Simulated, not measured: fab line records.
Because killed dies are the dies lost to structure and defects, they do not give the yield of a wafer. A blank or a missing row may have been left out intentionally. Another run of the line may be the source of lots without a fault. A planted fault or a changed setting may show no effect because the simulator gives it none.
Chamber matching ; flow nand_harc ; NHARC_A_STAIRCASE_ALD_420 on ald_hk-03 has 4 sister chambers
The step deposits SiO2, target thk 20 nm, pulse time 6 s, ald cycles 200. 8 wafers are shown with their chamber, then 9 later ones without.

== WAFERS, EACH WITH ITS CHAMBER ==
wafer;chamber;heater_power_w (W);precursor_pulse_height_rel
L078.2;1;493;0.977
L082.1;3;472;0.999
L082.4;1;492;0.965
L088.1;2;504;0.987
L088.3;3;470;1.023
L089.2;0;434;1.010
L089.4;2;513;0.994
L089.6;0;457;0.995

== WAFERS WHOSE CHAMBER IS MISSING ==
wafer;heater_power_w (W);precursor_pulse_height_rel
L092.2;482;0.995
L092.4;492;0.986
L092.5;488;1.008
L094.1;495;1.000
L094.3;515;0.999
L094.5;499;1.020
L097.2;448;0.986
L097.4;534;1.005
L097.5;437;1.013

== THE CHAMBER EACH PASSED THROUGH ==
wafer;from the rows above;in truth
L092.2;can't be placed: 3 or 1 or 2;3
L092.4;can't be placed: 1 or 2 or 3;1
L092.5;can't be placed: 3 or 2 or 1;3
L094.1;can't be placed: 2 or 1 or 3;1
L094.3;2;2
L094.5;can't be placed: 2 or 3 or 1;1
L097.2;can't be placed: 0 or 3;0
L097.4;2;2
L097.5;0;0
Placed correctly: 3 of 9. Not placeable from these rows: 6 (in 6, the candidates include the true chamber). Number placed wrongly: 0.
How it was worked out, from the rows above alone: a wafer's distance from a chamber is the root of the sum, over the readings, of the square of ((its reading less the chamber's mean) divided by the reading's scatter). If the next closest chamber is less than 2 further off than the closest, the wafer can't be placed; otherwise it belongs to the closest. Each chamber's mean is taken over the wafers shown for it. The scatter: the root of (the sum of the squares of (reading less its chamber's mean) over the shown wafers, divided by (wafers less chambers)).
